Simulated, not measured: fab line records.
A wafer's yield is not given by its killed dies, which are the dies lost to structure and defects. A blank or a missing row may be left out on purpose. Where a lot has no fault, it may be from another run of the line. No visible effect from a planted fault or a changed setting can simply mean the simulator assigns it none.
Chamber matching ; flow n5 finfet ; 4 sister chambers for N5_BEOL_M7_STRIP_36 on rie diel-03
The step strips in N2/H2. 8 wafers are shown with their chamber, then 10 later ones without.

== WAFERS, EACH WITH ITS CHAMBER ==
wafer;chamber;drypump motor current A (A);oes product au (a.u.)
L078.1;0;6.4;0.71
L078.5;0;6.4;0.73
L082.1;1;6.1;0.85
L082.3;2;5.4;0.73
L083.3;1;6.0;0.85
L083.6;3;5.6;0.68
L084.1;2;5.5;0.72
L084.3;3;5.6;0.69

== WAFERS WITHOUT THEIR CHAMBER ==
wafer;drypump motor current A (A);oes product au (a.u.)
L084.4;6.0;0.86
L089.3;5.6;0.68
L089.5;5.5;0.72
L089.6;5.6;0.68
L091.1;6.4;0.70
L091.2;6.1;0.84
L091.4;5.4;0.72
L093.1;6.3;0.70
L093.3;5.5;0.72
L093.6;6.0;0.83

== WHICH CHAMBER EACH WENT THROUGH ==
wafer;from the rows above;in truth
L084.4;1;1
L089.3;3;3
L089.5;2;2
L089.6;3;3
L091.1;0;0
L091.2;1;1
L091.4;2;2
L093.1;0;0
L093.3;2;2
L093.6;1;1
10 of 10 placed correctly. Can't be placed from these rows: 0. Number placed wrongly: 0.
How it was worked out, from the rows above alone: a wafer's distance from a chamber is the root of the sum, over the readings, of the square of ((its reading less the chamber's mean) divided by the reading's scatter). If the next closest chamber is less than 2 further off than the closest, the wafer can't be placed; otherwise it belongs to the closest. For every chamber, the mean is computed from those of its wafers that are shown. The scatter: the root of (the sum of the squares of (reading less its chamber's mean) over the shown wafers, divided by (wafers less chambers)).
